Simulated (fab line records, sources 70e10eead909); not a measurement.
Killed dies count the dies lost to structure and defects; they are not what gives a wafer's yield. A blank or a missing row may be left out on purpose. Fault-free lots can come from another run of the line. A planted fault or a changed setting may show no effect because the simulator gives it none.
Struck lot and sound lot, side by side / flow nand harc / 34 steps out of a route of 1159
Sound: these wafers, L445.1, L445.2, L445.5. Struck: wafers L443.2, L443.4, L443.6. Last of all comes the cause.
Per side, at each step with rows, come the tool, then ch with its chambers, and then its first start. Under that, the readings that differ: sound wafers / struck wafers / difference of the means / sigmas: that difference in standard deviations of wafers without a fault.
alike: a reading whose means differ by less than 2 such deviations, as well as words and numbers matching on both sides. not compared: withheld readings; readings where some wafer has no value; bounds like >300 that might hide an equal value; numbers whose values overlap and for which the record gives no deviation.
The two part at a step that has a row with sigmas, a row that says differs or no value, or rows on one side only. Non-overlapping numbers with no deviation appear without sigmas and do not part them. Lack of a reading on every wafer of one side parts them only where that side has two or more wafers.

first, 5 steps without rows for these wafers: NHARC_A_ONON_D1_DEP_19 (target thk 1000 nm); NHARC_A_ONON_D1_DEP_22 (target thk 1000 nm); NHARC_A_ONON_D1_DEP_25 (target thk 1000 nm); NHARC_A_ONON_D1_DEP_28 (target thk 1000 nm); NHARC_A_ONON_D1_DEP_33 (deposits SiO2, target thk 200 nm).
NHARC_A_CHANNEL_HOLE_D1_DEP_00: deposits aC, target thk 3100 nm.
  struck on acl dep-02, day 12 17:59; sound on acl dep-03 ch 0, day 13 02:16
  no value came back on the struck wafers for susceptor temp C (C), throttle valve pct (%); on the sound wafers susceptor temp C (C) reads 400.09 400.06 399.86
then, 25 steps without rows for these wafers: NHARC_A_CHANNEL_HOLE_D1_DEP_01 (deposits SiON, target thk 140 nm); NHARC_A_CHANNEL_HOLE_D1_DEHYDRATE_02 (time 120 s); NHARC_A_CHANNEL_HOLE_D1_HMDS_03 (time 30 s); NHARC_A_CHANNEL_HOLE_D1_COAT_36 (time 75 s); NHARC_A_CHANNEL_HOLE_D1_COAT_37 (time 65 s); NHARC_A_CHANNEL_HOLE_D1_COAT_04 (resist thk 90 nm); NHARC_A_CHANNEL_HOLE_D1_SOFTBAKE_05 (time 55 s); NHARC_A_CHANNEL_HOLE_D1_EBR_06; NHARC_A_CHANNEL_HOLE_D1_EXPOSE_07 (exposes mask HOLE D1, target cd 100 nm); NHARC_A_CHANNEL_HOLE_D1_PEB_08 (peb time 65 s); NHARC_A_CHANNEL_HOLE_D1_DEVELOP_09 (develop time 35 s); NHARC_A_CHANNEL_HOLE_D1_DESCUM_15 (chemistry O2, time 3 s); NHARC_A_CHANNEL_HOLE_D1_ETCH_38 (etches the open film in CF4, target depth 39 nm, time 65 s); NHARC_A_CHANNEL_HOLE_D1_ETCH_39 (etches the open film in N2/H2, target depth 260 nm, time 325 s); NHARC_A_CHANNEL_HOLE_D1_ETCH_34 (etches the open film in CF4/CHF3, target depth 154 nm, time 77 s); NHARC_A_CHANNEL_HOLE_D1_ETCH_16 (etches the open film in O2/COS, target depth 3100 nm, time 806 s); NHARC_A_CHANNEL_HOLE_D1_ETCH_19 (etches the open film in C4F8/O2/Ar, time 34.5 s); NHARC_A_CHANNEL_HOLE_D1_ETCH_20 (etches the open film in C4F8/O2/Ar, time 361.9 s, target depth 1600 nm); NHARC_A_CHANNEL_HOLE_D1_ETCH_21 (etches the open film in C4F8/O2/Ar, time 514.3 s, target depth 1600 nm); NHARC_A_CHANNEL_HOLE_D1_ETCH_22 (etches the open film in C4F8/O2/Ar, time 666.7 s, target depth 1600 nm); NHARC_A_CHANNEL_HOLE_D1_ETCH_23 (etches the open film in C4F8/O2/Ar, time 819 s, target depth 1600 nm); NHARC_A_CHANNEL_HOLE_D1_ETCH_24 (etches the open film in C4F8/O2/Ar, time 906.2 s, target depth 1500 nm); NHARC_A_CHANNEL_HOLE_D1_ETCH_25 (etches the open film in C4F8/O2/Ar, time 1040.2 s, target depth 1500 nm); NHARC_A_CHANNEL_HOLE_D1_ETCH_26 (etches the open film in C4F8/O2/Ar, time 224.1 s, target depth 300 nm); NHARC_A_CHANNEL_HOLE_D1_ETCH_33 (etches the open film in C4F8/O2/Ar, time 90 s, target depth 400 nm).
NHARC_A_CHANNEL_HOLE_D1_CD_MEAS_30:
  sound on cd sem-01, day 13 11:58; struck on cd sem-02, day 13 03:08
reading=cd nm (nm); sound=89.5 90.8 91.7; struck=- - -; difference=no value on the struck wafers; sigmas=
NHARC_A_CHANNEL_HOLE_D1_INSPECT_40:
  sound on defect inspect-01, day 13 12:09; struck on defect inspect-01, day 13 03:30
reading=raw defect count; sound=95 95 57; struck=6034 5882 5989; difference=+5886; sigmas=+99 or more
  not compared: hold
NHARC_END_SORT_01:
  the record has rows for the sound wafers here (prober-02 ch 0, day 24 05:44) and none for the struck ones

== WHERE THEY PART ==
Earliest at NHARC_A_CHANNEL_HOLE_D1_DEP_00; latest, in this record, at NHARC_END_SORT_01.

WHY: what had been put in by the simulator
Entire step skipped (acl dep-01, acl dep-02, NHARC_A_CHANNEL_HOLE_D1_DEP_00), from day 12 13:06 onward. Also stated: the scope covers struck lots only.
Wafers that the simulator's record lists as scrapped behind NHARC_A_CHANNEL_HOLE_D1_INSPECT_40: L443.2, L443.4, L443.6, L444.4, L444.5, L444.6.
